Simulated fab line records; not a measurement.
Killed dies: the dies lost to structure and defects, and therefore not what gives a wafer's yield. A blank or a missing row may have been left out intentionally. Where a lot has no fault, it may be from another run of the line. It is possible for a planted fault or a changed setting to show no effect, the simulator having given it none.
Which tool did it? + flow n5Finfet + 24 lots, 72 wafers sampled, at 3 steps of a route of 1938

WHAT EACH GAUGE READ, for each wafer
N5_BEOL_M1_INSPECT_59: inspects for defects (darkfield). Usual: rawDefectCount 75, standard deviation 23.
| lot  | measured     | on               | rawDefectCount | flag |
|------|--------------|------------------|----------------|------|
| L074 | day 6 13:46  | defectInspect-01 | 61 63 68       |      |
| L075 | day 6 18:00  | defectInspect-01 | 67 78 64       |      |
| L076 | day 6 21:37  | defectInspect-02 | 89 68 90       |      |
| L077 | day 7 12:01  | defectInspect-02 | 38 69 73       |      |
| L078 | day 7 15:43  | defectInspect-01 | 173 94 79      |      |
| L080 | day 7 22:51  | defectInspect-01 | 99 60 49       |      |
| L081 | day 8 01:35  | defectInspect-02 | 111 78 59      |      |
| L079 | day 8 03:24  | defectInspect-01 | 53 60 53       |      |
| L083 | day 8 17:11  | defectInspect-02 | 81 39 64       |      |
| L082 | day 9 02:00  | defectInspect-02 | 79 80 43       |      |
| L084 | day 9 10:29  | defectInspect-01 | 67 79 46       |      |
| L085 | day 9 12:35  | defectInspect-01 | 96 93 66       |      |
| L086 | day 9 20:10  | defectInspect-01 | 78 74 91       |      |
| L087 | day 9 22:11  | defectInspect-01 | 60 52 45       |      |
| L088 | day 10 12:04 | defectInspect-02 | 105 115 102    |      |
| L089 | day 10 15:19 | defectInspect-02 | 82 61 115      |      |
| L090 | day 10 17:48 | defectInspect-01 | 69 83 67       |      |
| L091 | day 11 07:37 | defectInspect-01 | 60 98 40       |      |
| L092 | day 11 10:55 | defectInspect-02 | 46 101 51      |      |
| L093 | day 11 12:52 | defectInspect-02 | 64 70 64       |      |
| L094 | day 12 05:04 | defectInspect-02 | 98 58 57       |      |
| L095 | day 12 05:20 | defectInspect-02 | 87 77 90       |      |
| L096 | day 12 05:53 | defectInspect-01 | 56 72 47       |      |
| L097 | day 12 08:27 | defectInspect-01 | 56 142 64      |      |

N5_BEOL_M2_CD_MEAS_18: pitch 36 nm, target cd 18 nm. Usual: cdNm 17.9 nm, standard deviation 0.36.
| lot  | measured     | on       | cdNm (nm)      | flag |
|------|--------------|----------|----------------|------|
| L074 | day 6 15:26  | cdSem-02 | 17.5 18.0 18.0 |      |
| L075 | day 6 19:30  | cdSem-03 | 18.2 18.1 18.2 |      |
| L076 | day 6 23:02  | cdSem-02 | 17.8 18.3 18.1 |      |
| L077 | day 7 13:43  | cdSem-01 | 18.2 18.2 18.5 |      |
| L078 | day 7 17:02  | cdSem-01 | 18.9 18.5 17.6 |      |
| L080 | day 8 01:50  | cdSem-03 | 18.4 17.4 18.2 |      |
| L081 | day 8 04:07  | cdSem-01 | 18.2 17.8 18.2 |      |
| L079 | day 8 05:18  | cdSem-02 | 17.4 18.1 17.6 |      |
| L083 | day 8 20:44  | cdSem-03 | 18.3 18.2 18.1 |      |
| L082 | day 9 03:23  | cdSem-02 | 17.2 18.2 17.8 |      |
| L084 | day 9 12:20  | cdSem-03 | 17.7 18.3 17.6 |      |
| L085 | day 9 17:45  | cdSem-01 | 18.1 17.8 17.9 |      |
| L086 | day 9 21:44  | cdSem-01 | 17.7 17.6 18.0 |      |
| L087 | day 10 01:34 | cdSem-01 | 18.1 18.0 18.3 |      |
| L088 | day 10 13:35 | cdSem-02 | 17.2 17.6 18.4 |      |
| L089 | day 10 18:33 | cdSem-03 | 18.4 18.2 18.7 |      |
| L090 | day 10 19:58 | cdSem-02 | 18.2 17.4 18.4 |      |
| L091 | day 11 11:13 | cdSem-03 | 17.8 17.5 17.7 |      |
| L092 | day 11 12:37 | cdSem-02 | 18.0 18.1 18.5 |      |
| L093 | day 11 16:11 | cdSem-01 | 17.7 18.0 18.2 |      |
| L094 | day 12 08:30 | cdSem-01 | 17.3 17.8 17.9 |      |
| L095 | day 12 08:36 | cdSem-01 | 18.0 17.6 17.8 |      |
| L096 | day 12 08:58 | cdSem-03 | 16.9 18.0 18.6 |      |
| L097 | day 12 10:29 | cdSem-03 | 18.2 17.8 18.8 |      |

N5_BEOL_M2_OVL_MEAS_29. Usual: for V1_OVL the level is 0.2 nm and the standard deviation is 1.
| lot  | measured     | on         | V1_OVL (nm)    | flag |
|------|--------------|------------|----------------|------|
| L074 | day 6 15:47  | overlay-01 | -1.3 -0.8 -0.9 |      |
| L075 | day 6 19:52  | overlay-02 | 0.5 1.1 0.4    |      |
| L076 | day 6 23:23  | overlay-02 | -0.8 -0.9 -0.7 |      |
| L077 | day 7 14:11  | overlay-02 | 1.4 1.2 0.9    |      |
| L078 | day 7 17:23  | overlay-02 | 0.5 2.0 1.2    |      |
| L080 | day 8 02:18  | overlay-02 | -1.0 -2.0 -1.0 |      |
| L081 | day 8 04:37  | overlay-02 | 1.3 0.2 0.5    |      |
| L079 | day 8 05:39  | overlay-01 | 0.2 0.6 1.2    |      |
| L083 | day 8 21:13  | overlay-01 | -0.7 -0.4 -0.2 |      |
| L082 | day 9 03:46  | overlay-01 | 0.4 -0.3 -0.2  |      |
| L084 | day 9 12:43  | overlay-02 | 0.5 -0.7 -0.5  |      |
| L085 | day 9 18:07  | overlay-02 | -1.2 -0.5 -1.5 |      |
| L086 | day 9 22:12  | overlay-02 | 0.2 0.0 0.5    |      |
| L087 | day 10 02:03 | overlay-01 | -0.5 -0.6 -0.9 |      |
| L088 | day 10 13:56 | overlay-01 | -1.4 0.4 -0.4  |      |
| L089 | day 10 19:02 | overlay-01 | 1.7 1.0 0.5    |      |
| L090 | day 10 20:19 | overlay-01 | 1.5 0.6 0.7    |      |
| L091 | day 11 11:42 | overlay-01 | -0.4 -0.8 0.3  |      |
| L092 | day 11 12:58 | overlay-01 | -0.8 -1.8 -1.0 |      |
| L093 | day 11 16:40 | overlay-01 | 2.0 0.9 2.4    |      |
| L094 | day 12 08:51 | overlay-01 | 0.8 0.9 -0.4   |      |
| L095 | day 12 09:05 | overlay-01 | 1.0 1.6 0.2    |      |
| L096 | day 12 09:28 | overlay-01 | 2.4 2.3 1.1    |      |
| L097 | day 12 10:50 | overlay-01 | 1.1 1.2 1.6    |      |

EACH LOT AND THE TOOL THAT RAN IT (in order: tool; ch and the chambers of the sampled wafers; start)
Before these readings, the record contains no process step.

WHAT THE TOOLS THEMSELVES READ (means of the sampled wafers that have a number; where no wafer has one, the mark that the record gives instead)
The record holds no such reading with a usual standard deviation.

THE ANSWER, worked out from the rows above alone
Rule: take the mean of a lot's wafers that have a number; if it is more than 3 standard deviations from the usual mean, the lot is off. A lot without any number at a reading at which 4 lots or more have one is off too. Any other lot the step has rows for is counted as sound. First the gauges in route order, then the tools' own readings, where a lot's mean is used as printed above. The first step at which some lot is off is used, and at that step the reading that is off furthest; a lot without a number counts as furthest.
Nothing can be told from this: no lot is off at any reading shown.

WHAT WAS PUT IN BY THE SIMULATOR
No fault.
